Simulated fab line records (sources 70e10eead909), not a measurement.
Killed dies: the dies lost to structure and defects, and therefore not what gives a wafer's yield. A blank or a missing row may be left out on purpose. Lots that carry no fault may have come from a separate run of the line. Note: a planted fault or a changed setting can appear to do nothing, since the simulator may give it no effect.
fab line records	flow nand-harc
record lots=6	wafers=18	last-day=33
route steps=1302 shown P_CONTACT@246 P_M0@253 END@1302
lots with no fault: from the same line, run without faults
start-h: the number of hours between the record's first day and the start of the first shown wafer of the lot	wait-h: time in hours since the lot's previous step	" as in the row above	L1.1+2: a single row standing in for several wafers	- value missing, or start not given	* or withheld: withheld	< > ~ a bound
route shown NAME@n: a module of which the file shows steps, and the number in the route of the first	usual: mean/standard deviation of fault-free wafers	same: alike in all rows	chamber/n: place in a boat	sites: readings site by site	_std_site: standard deviation of those values	_edge_site: the outer-site mean with the inner-site mean subtracted	radius-mm: how far each site lies from the wafer's centre	mask NAME#n: copy n	behind: the most recent tool/chamber to have shaped the wafer	hold: reason for holding the lot/hours on hold/outcome of the hold	device: transistor that didn't switch, given as n, p or np	end of line: the route-end tests of the same wafers	where a step has no rows: the recipe by itself	killed: not the wafer's yield, but the dies lost to structure and defects at the first sort	map: shows each die of a wafer: x if killed, . if not, _ if none is there
set.NAME: the setting as run; set.NAME@STEP: as run at that earlier step	model.NAME: the simulator's own value behind a step, which no gauge read
lots seen at some steps along the route; tables by step, rows by wafer
services: the hour from which a tool's chamber was out of use, counted from the record's first day as start-h (under 0 if before that day), plus the number of hours and why
## steps
# step NHARC_P_CONTACT_PVD_32
# recipe target-thk-a=50	chamber-pressure-pa=5	power-w=5000	substrate-temp-c=200	time-s=17.7	material=Ti
# usual substrate-temp-c=200.02/0.17	throttle-valve-pct=29.7/1
lot.wafer	tool	chamber	start-h	wait-h	substrate-temp-c	throttle-valve-pct
L923.1	pvd-sputter-01	-	-	-	199.92	31.4
L923.3	"	-	"	"	200.12	29.2
L923.6	"	-	"	"	199.99	31.5
L931.2	pvd-sputter-03	-	-	-	199.95	28.4
L931.1	"	-	"	"	200.10	29.8
L931.5	"	-	"	"	200.09	29.9
L932.3	pvd-sputter-03	-	-	-	200.23	29.9
L932.2	"	-	"	"	200.15	29.3
L932.4	"	-	"	"	200.06	28.3
L936.4	pvd-sputter-01	-	-	-	200.26	32.3
L936.3	"	-	"	"	200.25	29.2
L936.5	"	-	"	"	200.08	32.2
L939.3	pvd-sputter-02	-	-	-	199.94	30.8
L939.2	"	-	"	"	200.01	28.6
L939.5	"	-	"	"	199.91	30.5
L942.1	pvd-sputter-01	-	-	-	200.15	28.9
L942.3	"	-	"	"	200.01	31.9
L942.5	"	-	"	"	200.07	29.5
# step NHARC_P_CONTACT_ALD_22
# recipe target-thk-a=30	pulse-time-s=1	ald-cycles=150	temp-c=450	material=TiN
# usual heater-power-w=1073/150	precursor-pulse-height-rel=1.000/0.019	susceptor-temp-C=450.00/0.23
lot.wafer	tool	chamber	start-h	wait-h	heater-power-w	precursor-pulse-height-rel	since-wet-clean-h	susceptor-temp-C
L923.1	ald-metal-02	0	147.85	-	1082	1.032	62	450.32
L923.3	"	1	"	"	965	0.986	62	449.92
L923.6	"	3	"	"	989	0.989	-	449.89
L931.1	ald-metal-02	3	215.90	-	984	0.999	130	450.20
L931.2	"	0	"	"	1096	0.973	130	450.00
L931.5	"	2	"	"	968	0.984	-	450.00
L932.3	ald-metal-03	1	228.26	-	1046	1.021	6	449.80
L932.2	"	3	"	"	1213	0.970	6	449.94
L932.4	"	0	"	"	1584	0.990	6	449.90
L936.3	ald-metal-02	2	268.43	-	991	1.015	4	450.27
L936.4	"	1	"	"	879	0.990	5	449.80
L936.5	"	3	"	"	929	1.018	-	449.83
L939.3	ald-metal-01	3	303.04	-	1043	1.004	123	449.96
L939.2	"	0	"	"	1186	1.025	123	450.19
L939.5	"	2	"	"	1083	0.992	-	449.83
L942.1	ald-metal-02	2	340.59	-	996	0.989	77	450.16
L942.3	"	0	"	"	1093	0.988	77	450.08
L942.5	"	3	"	"	950	0.999	-	450.10
# step NHARC_P_CONTACT_CVD_23
# recipe target-thk-a=2000	temp-c=300	pressure-torr=40	wf6-flow-sccm=40	h2-flow-sccm=1600	ar-flow-sccm=1560	time-s=557	material=W
# usual heater-power-w=477/27	susceptor-temp-C=299.97/0.22	throttle-valve-pct=8.3/0.37
lot.wafer	tool	chamber	start-h	wait-h	heater-power-w	since-wet-clean-h	susceptor-temp-C	throttle-valve-pct
L923.1	cvd-w-02	0	-	-	441	47	299.70	8.5
L923.3	"	1	"	"	493	-	300.08	8.5
L923.6	"	0	"	"	441	-	299.85	8.3
L931.1	cvd-w-02	1	-	-	488	115	300.11	8.7
L931.2	"	0	"	"	428	115	300.26	8.4
L931.5	"	1	"	"	505	-	300.08	8.7
L932.2	cvd-w-01	1	-	-	503	31	300.18	7.8
L932.4	"	0	"	"	474	-	299.95	7.9
L932.3	"	1	"	"	503	-	299.94	7.5
L936.4	cvd-w-01	0	-	-	476	-	300.08	7.7
L936.3	"	1	"	"	514	-	299.88	8.0
L936.5	"	0	"	"	477	-	299.97	7.9
L939.2	cvd-w-02	0	-	-	437	21	300.55	8.4
L939.3	"	0	"	"	448	-	300.25	9.0
L939.5	"	1	"	"	487	-	300.37	8.6
L942.1	cvd-w-01	0	-	-	491	143	299.58	8.0
L942.3	"	0	"	"	472	-	299.59	7.9
L942.5	"	0	"	"	466	-	300.06	7.9
# step NHARC_P_CONTACT_CMP_24
# recipe t-overpolish-s=30	target-thk-nm=200
# usual motor-current-A=11.5/0.94	overpolish-run-s=29.999/0.0087	time-to-endpoint-s=39.8/3
# same t-overpolish-s=30
lot.wafer	tool	chamber	start-h	wait-h	motor-current-A	overpolish-run-s	time-to-endpoint-s
L923.1	cmp-04	1	148.74	0.6	11.3	29.996	37.7
L923.3	"	2	"	"	11.4	29.999	40.7
L923.6	"	3	"	"	10.3	29.986	38.1
L931.2	cmp-03	1	216.71	0.5	12.3	29.996	44.8
L931.1	"	3	"	"	11.6	30.004	39.6
L931.5	"	2	"	"	12.3	29.984	37.7
L932.4	cmp-03	0	229.14	0.4	12.5	29.990	40.5
L932.3	"	1	"	"	12.7	30.002	42.3
L932.2	"	2	"	"	12.4	30.001	35.5
L936.3	cmp-01	3	269.29	0.3	10.5	29.999	44.2
L936.4	"	2	"	"	11.2	30.008	44.1
L936.5	"	3	"	"	10.5	29.983	44.1
L939.2	cmp-03	0	303.88	0.5	12.9	30.008	39.8
L939.3	"	2	"	"	12.2	29.997	37.3
L939.5	"	3	"	"	11.6	30.018	38.8
L942.3	cmp-04	2	341.45	0.3	11.4	29.994	39.1
L942.1	"	0	"	"	13.2	29.999	36.4
L942.5	"	3	"	"	11.1	29.996	38.7
# step NHARC_P_CONTACT_SRD_26
# step NHARC_P_CONTACT_INSPECT_27
# usual raw-defect-count=299/200
lot.wafer	tool	chamber	start-h	wait-h	raw-defect-count
L923.1	defect-inspect-02	-	149.09	0.1	263
L923.3	"	-	"	"	187
L923.6	"	-	"	"	178
L931.1	defect-inspect-02	-	217.11	0.1	407
L931.2	"	-	"	"	280
L931.5	"	-	"	"	333
L932.2	defect-inspect-01	-	229.55	0.1	231
L932.3	"	-	"	"	250
L932.4	"	-	"	"	272
L936.3	defect-inspect-01	-	269.69	0.1	348
L936.4	"	-	"	"	276
L936.5	"	-	"	"	336
L939.2	defect-inspect-01	-	304.26	0.1	175
L939.3	"	-	"	"	144
L939.5	"	-	"	"	300
L942.1	defect-inspect-02	-	341.85	0.1	325
L942.3	"	-	"	"	208
L942.5	"	-	"	"	236
# step NHARC_P_M0_DEP_00
# recipe target-thk-a=1500	target-thk-nm=150	temp-c=withheld	pressure-torr=5	flow-sccm=200	rf-w=600	material=SiOC
# step NHARC_P_M0_DEHYDRATE_01
# recipe temp-c=150	time-s=120
# step NHARC_P_M0_HMDS_02
# recipe time-s=30
# step NHARC_P_M0_COAT_33
# recipe temp-c=200	time-s=65
# step NHARC_P_M0_COAT_03
# recipe spin-rpm=1500	resist-thk-nm=90
# step NHARC_P_M0_SOFTBAKE_04
# recipe temp-c=105	time-s=55
# usual chill-plate-temp-C=23.03/0.1	exhaust-pa=45.3/0.9	heater-power-total-W=188.47/0.14
lot.wafer	tool	chamber	start-h	wait-h	chill-plate-temp-C	exhaust-pa	heater-power-total-W
L923.1	litho-track-01	0	149	-	23.02	45.7	188.57
L923.3	"	0	"	"	23.24	44.4	188.47
L923.6	"	0	"	"	23.18	44.7	188.34
L931.1	litho-track-01	0	217	-	22.93	44.2	185.96
L931.2	"	0	"	"	22.84	43.5	186.07
L931.5	"	0	"	"	22.90	44.8	186.00
L932.2	litho-track-01	0	230	-	23.07	45.4	186.11
L932.3	"	0	"	"	23.08	46.7	185.95
L932.4	"	0	"	"	22.96	46.3	185.99
L936.3	litho-track-04	0	270	-	23.02	45.4	188.44
L936.4	"	0	"	"	23.00	44.6	188.42
L936.5	"	0	"	"	23.22	44.8	188.52
L939.2	litho-track-06	0	304	-	23.25	44.8	188.40
L939.3	"	0	"	"	23.11	45.0	188.61
L939.5	"	0	"	"	23.03	45.1	188.44
L942.1	litho-track-04	0	342	-	22.78	44.6	188.33
L942.3	"	0	"	"	22.96	45.9	188.47
L942.5	"	0	"	"	22.93	44.9	188.51
# step NHARC_P_M0_EBR_05
# step NHARC_END_SORT_01
# recipe temp-c=25
# usual defect-limited-yield=91.4/2.5	killed-at-array=54/17	killed-at-other=1.0/1.4	killed-at-periphery=3.6/2.1	killed-dies=58/17	killed-open=3.2/2	killed-short=2.5/1.5
# same gross-dies=677
lot.wafer	tool	chamber	start-h	wait-h	defect-limited-yield[%]	killed-at-array	killed-at-other	killed-at-periphery	killed-dies	killed-open	killed-short
L923.1	prober-01	0	586.73	2.5	90.1	65	0	2	67	3	1
L923.3	prober-01	0	588.34	3.1	87.3	84	0	2	86	5	2
L923.6	prober-01	0	590.75	4.0	86.3	87	1	5	93	3	3
L931.1	prober-01	0	654.56	2.5	90.7	59	2	2	63	2	2
L931.2	prober-01	0	655.36	2.8	93.5	39	3	2	44	2	2
L931.5	prober-01	0	657.75	3.7	94.8	30	3	2	35	0	5
L932.2	prober-02	0	659.66	2.8	91.9	50	1	4	55	0	5
L932.3	prober-02	0	660.46	3.1	90.8	56	1	5	62	5	2
L932.4	prober-02	0	661.26	3.4	92.2	49	2	2	53	2	2
L936.3	prober-01	0	712.51	3.1	88.5	72	1	5	78	7	0
L936.4	prober-01	0	713.31	3.4	90.3	57	0	9	66	9	4
L936.5	prober-01	0	714.11	3.7	91.1	52	0	8	60	6	3
L939.2	prober-01	0	765.69	2.8	95.0	32	0	2	34	0	1
L939.3	prober-01	0	766.50	3.1	95.1	31	1	1	33	1	2
L939.5	prober-01	0	768.11	3.7	93.9	38	0	3	41	7	4
L942.1	prober-02	0	779.44	2.5	96.3	20	0	5	25	3	0
L942.3	prober-02	0	781.06	3.1	93.9	35	1	5	41	2	4
L942.5	prober-02	0	782.67	3.7	94.4	33	1	4	38	5	1
# killed by level:class
L923.1 A_CHANNEL_HOLE_D1:chamber-film-flake=27 A_SLIT:chamber-film-flake=26 A_CHANNEL_HOLE_D2:chamber-film-flake=5 A_STAIRCASE:chamber-film-flake=2 P_M1:geometric-particle:open=1 A_ONON_D2:geometric-particle:open=1 A_SGD_CUT:geometric-particle:short=1 A_BLC:geometric-particle:open=1
L923.3 A_SLIT:chamber-film-flake=33 A_CHANNEL_HOLE_D1:chamber-film-flake=28 A_CHANNEL_HOLE_D2:chamber-film-flake=15 P_CONTACT:geometric-particle:open=2 A_CHANNEL_FILL_D1:geometric-particle:open=1 A_ONON_D2:geometric-particle:short=1 A_CHANNEL_HOLE_D2:geometric-particle:short=1 A_SGD_CUT:geometric-particle:open=1
L923.6 A_CHANNEL_HOLE_D1:chamber-film-flake=35 A_SLIT:chamber-film-flake=27 A_CHANNEL_HOLE_D2:chamber-film-flake=16 P_ZERO_WELL:chamber-film-flake=2 A_BONDPAD:chamber-film-flake=2 P_CONTACT:geometric-particle:open=1 P_M0:geometric-particle:short=1 P_M1:geometric-particle:open=1
L931.1 A_CHANNEL_HOLE_D1:chamber-film-flake=36 A_CHANNEL_HOLE_D2:chamber-film-flake=15 A_CONTACT:chamber-film-flake=4 THIN_TSV:chamber-film-flake=2 P_GATE:geometric-particle:open=1 A_ONON_D1:geometric-particle:short=1 A_CHANNEL_FILL_D1:geometric-particle:open=1 A_CHANNEL_FILL_D1:geometric-particle:short=1
L931.2 A_CHANNEL_HOLE_D2:chamber-film-flake=18 A_CHANNEL_HOLE_D1:chamber-film-flake=11 A_CONTACT:chamber-film-flake=3 THIN_TSV:chamber-film-flake=3 A_SLIT:chamber-film-flake=2 A_STAIRCASE:chamber-film-flake=2 P_M0:geometric-particle:short=1 A_SGD_CUT:geometric-particle:open=1
L931.5 A_CHANNEL_HOLE_D1:chamber-film-flake=14 A_CHANNEL_HOLE_D2:chamber-film-flake=8 A_WL_FILL:geometric-particle:short=3 THIN_TSV:chamber-film-flake=3 P_CONTACT:geometric-particle:short=1 A_CHANNEL_FILL_D1:geometric-particle:short=1 P_CONTACT:chamber-film-flake=1 A_SLIT:chamber-film-flake=1
L932.2 A_CHANNEL_HOLE_D2:chamber-film-flake=20 A_CHANNEL_HOLE_D1:chamber-film-flake=16 A_SLIT:chamber-film-flake=5 P_GATE:chamber-film-flake=3 A_ONON_D1:geometric-particle:short=2 A_CONTACT:chamber-film-flake=2 A_ONON_D2:geometric-particle:short=1 A_CHANNEL_HOLE_D2:geometric-particle:short=1
L932.3 A_CHANNEL_HOLE_D1:chamber-film-flake=32 A_CHANNEL_HOLE_D2:chamber-film-flake=16 P_CONTACT:geometric-particle:open=2 A_CHANNEL_FILL_D2:chamber-film-flake=2 A_SLIT:chamber-film-flake=2 P_BONDPAD:geometric-particle:open=1 A_ONON_D2:geometric-particle:short=1 A_CHANNEL_HOLE_D2:geometric-particle:open=1
L932.4 A_CHANNEL_HOLE_D2:chamber-film-flake=19 A_CHANNEL_HOLE_D1:chamber-film-flake=13 A_SLIT:chamber-film-flake=5 A_CONTACT:chamber-film-flake=5 A_STAIRCASE:chamber-film-flake=3 A_CHANNEL_FILL_D1:geometric-particle:open=1 A_ONON_D2:geometric-particle:short=1 A_WL_FILL:geometric-particle:open=1
L936.3 A_CHANNEL_HOLE_D1:chamber-film-flake=31 A_CHANNEL_HOLE_D2:chamber-film-flake=23 A_STAIRCASE:chamber-film-flake=8 P_GATE:chamber-film-flake=3 A_CONTACT:chamber-film-flake=3 A_WL_FILL:geometric-particle:open=2 P_M0:geometric-particle:open=1 A_CHANNEL_HOLE_D2:geometric-particle:open=1
L936.4 A_CHANNEL_HOLE_D2:chamber-film-flake=25 A_CHANNEL_HOLE_D1:chamber-film-flake=10 A_STAIRCASE:chamber-film-flake=9 P_CONTACT:geometric-particle:open=4 P_BONDPAD:chamber-film-flake=2 A_CONTACT:chamber-film-flake=2 P_M0:geometric-particle:short=1 A_CHANNEL_HOLE_D1:geometric-particle:short=1
L936.5 A_CHANNEL_HOLE_D2:chamber-film-flake=24 A_CHANNEL_HOLE_D1:chamber-film-flake=11 A_STAIRCASE:chamber-film-flake=8 P_M0:geometric-particle:open=3 P_BONDPAD:chamber-film-flake=3 A_CONTACT:chamber-film-flake=3 A_SOURCE_PLATE:geometric-particle:open=1 A_CHANNEL_HOLE_D2:geometric-particle:open=1
L939.2 A_CHANNEL_HOLE_D1:chamber-film-flake=13 A_CONTACT:chamber-film-flake=6 A_WL_FILL:chamber-film-flake=5 A_STAIRCASE:chamber-film-flake=3 A_SLIT:chamber-film-flake=2 A_SGD_CUT:geometric-particle:short=1 P_ZERO_WELL:chamber-film-flake=1 P_M2:chamber-film-flake=1
L939.3 A_CHANNEL_HOLE_D1:chamber-film-flake=12 A_CONTACT:chamber-film-flake=9 A_CHANNEL_FILL_D1:chamber-film-flake=3 A_STAIRCASE:chamber-film-flake=2 A_WL_FILL:chamber-film-flake=2 P_M0:geometric-particle:open=1 A_ONON_D1:geometric-particle:short=1 A_CHANNEL_FILL_D1:geometric-particle:short=1
L939.5 A_CHANNEL_HOLE_D1:chamber-film-flake=14 A_CONTACT:chamber-film-flake=9 A_M0:geometric-particle:open=3 A_SLIT:chamber-film-flake=3 P_ZERO_WELL:chamber-film-flake=2 A_CHANNEL_HOLE_D1:geometric-particle:short=2 A_WL_FILL:geometric-particle:open=2 P_M0:geometric-particle:open=1
L942.1 A_SLIT:chamber-film-flake=9 A_STAIRCASE:chamber-film-flake=3 P_GATE:chamber-film-flake=2 A_CHANNEL_HOLE_D1:unspecified=2 A_SGD_CUT:chamber-film-flake=2 A_CONTACT:chamber-film-flake=2 P_GATE:geometric-particle:open=1 A_ONON_D1:geometric-particle:open=1
L942.3 A_STAIRCASE:chamber-film-flake=11 A_SLIT:chamber-film-flake=6 A_SGD_CUT:chamber-film-flake=3 A_WL_FILL:chamber-film-flake=3 A_CONTACT:chamber-film-flake=3 A_ONON_D1:geometric-particle:short=2 P_ZERO_WELL:chamber-film-flake=2 A_CHANNEL_HOLE_D1:unspecified=2
L942.5 A_CONTACT:chamber-film-flake=9 A_SLIT:chamber-film-flake=7 A_STAIRCASE:chamber-film-flake=6 A_CHANNEL_HOLE_D1:unspecified=3 P_ZERO_WELL:chamber-film-flake=2 P_GATE:chamber-film-flake=2 A_ONON_D1:geometric-particle:open=1 A_ONON_D2:geometric-particle:open=1
## services
tool	chamber	start-h	hours	kind
cmp-04	-	124.55	0.5	repair
cmp-03	-	130.15	1.5	repair
pvd-sputter-02	-	132.29	10.0	pm
cmp-04	-	133.65	0.3	repair
litho-track-01	-	155.00	7.0	pm
cmp-03	-	162.00	4.0	pm
cvd-w-01	0	168.25	10.1	repair
pvd-sputter-03	-	170.00	10.0	pm
ald-metal-02	-	183.15	0.5	repair
cvd-w-01	-	185.00	13.0	pm
litho-track-04	-	203.00	7.0	pm
cmp-04	-	209.00	4.0	pm
pvd-sputter-01	-	226.87	10.0	pm
pvd-sputter-01	-	239.13	5.3	repair
ald-metal-02	-	254.00	10.0	pm
cmp-03	-	260.06	4.0	pm
cmp-04	-	265.00	1.0	repair
cmp-04	-	267.25	0.5	repair
cvd-w-02	-	269.00	13.0	pm
cmp-04	-	275.69	1.5	repair
ald-metal-02	1	293.46	4.1	repair
cmp-04	-	307.00	4.0	pm
ald-metal-02	0	307.08	5.7	repair
litho-track-01	-	330.00	7.0	pm
## key
first-sign step=NHARC_P_M0_SOFTBAKE_04	reading=heater-power-total-W	direction=down	sigmas=18	usual=*	struck=*
effect none on later readings
met-at NHARC_P_M0_SOFTBAKE_04
struck-wafers L931.1,L931.2,L931.5,L932.2,L932.3,L932.4
onset-between 149 217
fault kind=process-parameter-drift	tool=litho-track-01	chamber=-	onset-h=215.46	steps=NHARC_P_M0_SOFTBAKE_04	channel=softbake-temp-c	offset=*	shape=step	end-h=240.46	acts-in=*	stated=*
